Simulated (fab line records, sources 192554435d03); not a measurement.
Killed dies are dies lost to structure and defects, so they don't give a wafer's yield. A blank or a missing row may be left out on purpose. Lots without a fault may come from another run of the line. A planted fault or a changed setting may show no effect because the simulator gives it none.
A struck lot beside a sound one | flow n5_finfet | 35 steps out of a route of 1938
Sound: wafers L851.2, L851.3, L851.4. Struck: wafers L859.2, L859.6. (L859.5 of the same lot was not struck and is left out.) The cause comes at the end.
At each step with rows: each side's tool, then ch and its chambers, then its first start. Under that, the readings that differ: sound wafers | struck wafers | difference of the means | sigmas: that difference in standard deviations of wafers without a fault.
alike: readings whose means differ by less than 2 such deviations, and words and numbers that are the same on both sides. not compared: withheld readings, readings that some wafer has no value for, bounds like >300 that may hide the same value, and numbers for which the record gives no deviation and whose values overlap.
The two part at a step that has a row with sigmas, a row that says differs or no value, or rows on one side only. Numbers that don't overlap but have no deviation are shown without sigmas and don't part them. A reading that every wafer of one side lacks parts them only if that side has two wafers or more.

first, 11 steps without rows for these wafers: N5_SD_EPI_N_SD_RECESS_17 (chemistry HBr/Cl2/O2, target depth 41 nm, time 23.7 s, bt time 3 s); N5_SD_EPI_N_STRIP_38 (strips in N2/H2); N5_SD_EPI_N_WET_ETCH_43 (etches SiO2 in dHF, time 14 s, target depth 1.5 nm); N5_SD_EPI_N_STRIP_18 (strips in SPM, time 750 s); N5_SD_EPI_N_SRD_20 (time 30 s); N5_SD_EPI_N_PRECLEAN_48 (cleans in NF3:NH3, afs cycles 2, time 20 s, sublimation time 60 s); N5_SD_EPI_N_VAPOR_ETCH_50 (etches Si in HCl, time 54 s); N5_SD_EPI_N_EPI_21 (deposits Si:P, time 690 s); N5_SD_EPI_N_PRECLEAN_24 (cleans in O3/DIW, time 60 s); N5_SD_EPI_N_SRD_25 (time 30 s); N5_SD_EPI_N_PRECLEAN_49 (cleans in NF3:NH3, afs cycles 1, time 20 s, sublimation time 60 s).
N5_SD_EPI_N_LINER_46: material SiNx, target thk 3 nm.
  sound on ald_sin-03 ch 0,2,3, day 4 04:28; struck on ald_sin-03 ch 0,1, day 6 08:07
  reading                                     | sound | struck  | difference | sigmas
  model.SiNx_of_SD_EPI_N_LINER_46.thk_nm (nm) | 3 3 3 | 2.4 2.2 | -0.7       |
  alike: heater_power_w, susceptor_temp_C
  not compared: since_wet_clean_h
then, 21 steps without rows for these wafers: N5_SD_EPI_P_COAT_34 (time 60 s, resist thk 350 nm); N5_SD_EPI_P_COAT_35 (time 60 s, resist thk 35 nm); N5_SD_EPI_P_COAT_03 (resist thk 150 nm); N5_SD_EPI_P_EBR_05; N5_SD_EPI_P_SOFTBAKE_04 (time 60 s); N5_SD_EPI_P_EXPOSE_06 (exposes mask SD P BLK, target cd 240 nm); N5_SD_EPI_P_PEB_07 (peb time 60 s); N5_SD_EPI_P_DEVELOP_08 (develop time 30 s); N5_SD_EPI_P_DESCUM_14 (chemistry O2, time 7.9 s); N5_SD_EPI_P_ETCH_36 (etches SiARC in CF4, target depth 45.5 nm, time 75.8 s); N5_SD_EPI_P_ETCH_37 (etches SOC in N2/H2, overetch 108 nm, time 486 s); N5_SD_EPI_P_STRIP_38 (strips in N2/H2); N5_SD_EPI_P_ETCHBACK_46 (etches SiNx in CH3F/O2, stops on SiO2, target depth 17.5 nm); N5_SD_EPI_P_ETCH_47 (etches SiOCN in CH3F/O2, target depth 25 nm); N5_SD_EPI_P_ETCH_16 (etches SiO2 in CHF3/O2, target depth 5 nm); N5_SD_EPI_P_STRIP_50 (strips in CHF3/O2); N5_SD_EPI_P_SD_RECESS_17 (chemistry HBr/Cl2/O2, target depth 39.1 nm, bt time 3 s); N5_SD_EPI_P_WET_ETCH_45 (etches SiO2 in dHF, time 10.7 s, target depth 2 nm, rinse time 30 s); N5_SD_EPI_P_STRIP_40 (strips in N2/H2); N5_SD_EPI_P_PRECLEAN_52 (cleans in O3/DIW, time 60 s); N5_SD_EPI_P_SRD_20 (time 30 s).
N5_SD_EPI_P_PRECLEAN_51: cleans in NF3:NH3, afs cycles 1, time 20 s, sublimation time 60 s.
  sound on epi_rpcvd-02 ch 0, day 4 06:16; struck on epi_rpcvd-04 ch 0, day 6 09:52
  reading                                     | sound       | struck | difference | sigmas
  model.SiNx_of_SD_EPI_N_LINER_46.thk_nm (nm) | 2.6 2.6 2.6 | 2 1.8  | -1         |
  alike: susceptor_temp_C
then, 1 step without rows for these wafers: N5_SD_EPI_P_VAPOR_ETCH_44 (etches SiGe30 in NF3/Ar, time 3.3 s).

WHERE THEY PART
Nowhere in this record.

WHY: what the simulator had put in
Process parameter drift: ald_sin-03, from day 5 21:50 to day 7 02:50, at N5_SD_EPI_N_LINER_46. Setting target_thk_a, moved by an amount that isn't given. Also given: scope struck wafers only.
